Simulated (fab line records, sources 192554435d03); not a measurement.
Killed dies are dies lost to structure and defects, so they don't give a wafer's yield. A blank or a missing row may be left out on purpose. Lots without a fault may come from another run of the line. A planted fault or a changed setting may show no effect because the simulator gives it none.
Chamber matching | flow n5_finfet | N5_BEOL_M3_ALD_84 on ald_metal-04: 4 sister chambers
The step deposits TaN, pulse time 2 s, purge time 3 s, co reactant purge time 2 s. 20 wafers are shown with their chamber, then 10 later ones without.

WAFERS WITH THEIR CHAMBER
wafer  | chamber | heater_power_w (W) | heater_power_outer_w (W) | precursor_vessel_temp_c (C)
L075.1 | 2       | 516                | 254                      | 75.04
L075.2 | 1       | 449                | 244                      | 75.06
L075.5 | 3       | 395                | 206                      | 74.94
L080.3 | 1       | 442                | 244                      | 75.22
L080.4 | 0       | 466                | 264                      | 75.18
L080.6 | 1       | 442                | 245                      | 75.15
L083.2 | 0       | 463                | 257                      | 74.87
L083.5 | 3       | 410                | 206                      | 75.11
L083.6 | 0       | 476                | 261                      | 74.90
L085.1 | 0       | 473                | 252                      | 75.01
L085.4 | 3       | 404                | 212                      | 74.92
L085.5 | 0       | 469                | 259                      | 74.98
L088.2 | 1       | 426                | 251                      | 74.89
L088.5 | 0       | 474                | 262                      | 75.04
L088.6 | 1       | 432                | 250                      | 74.92
L087.1 | 1       | 433                | 244                      | 75.15
L087.2 | 0       | 470                | 262                      | 74.82
L087.4 | 2       | 510                | 249                      | 75.04
L089.1 | 1       | 439                | 244                      | 74.87
L089.4 | 3       | 409                | 205                      | 74.91

SIGNATURES (means of the wafers above)
reading                 | chamber 0 | chamber 1 | chamber 2 | chamber 3 | scatter within a chamber
heater_power_w          | 470.14    | 437.57    | 513.00    | 404.50    | 6.34
heater_power_outer_w    | 259.57    | 246.00    | 251.50    | 207.25    | 3.53
precursor_vessel_temp_c | 74.9714   | 75.0371   | 75.0400   | 74.9700   | 0.122
Rule: a wafer's distance from a chamber is the root of the sum, over the readings, of the square of ((its reading less the chamber's mean) divided by the reading's scatter). The wafer belongs to the nearest chamber; if the next one is less than 2 further off, it can't be placed. The scatter: the root of (the sum of the squares of (reading less its chamber's mean) over the shown wafers, divided by (wafers less chambers)).

WAFERS WITHOUT THEIR CHAMBER
wafer  | heater_power_w (W) | heater_power_outer_w (W) | precursor_vessel_temp_c (C)
L089.6 | 464                | 260                      | 74.90
L090.1 | 467                | 265                      | 74.94
L090.3 | 439                | 244                      | 74.98
L090.5 | 407                | 202                      | 75.19
L093.2 | 440                | 248                      | 74.92
L093.3 | 475                | 262                      | 74.90
L093.5 | 497                | 255                      | 74.80
L096.2 | 502                | 259                      | 74.99
L096.4 | 405                | 210                      | 75.10
L096.6 | 465                | 256                      | 75.03

WHICH CHAMBER EACH WENT THROUGH
wafer  | from the rows above     | in truth
L089.6 | 0                       | 0
L090.1 | 0                       | 0
L090.3 | 1                       | 1
L090.5 | 3                       | 3
L093.2 | 1                       | 1
L093.3 | 0                       | 0
L093.5 | can't be placed: 2 or 0 | 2
L096.2 | 2                       | 2
L096.4 | 3                       | 3
L096.6 | 0                       | 0
Placed correctly: 9 of 10. Can't be placed from these rows: 1 (the true chamber is among the candidates in 1). Placed wrongly: 0.
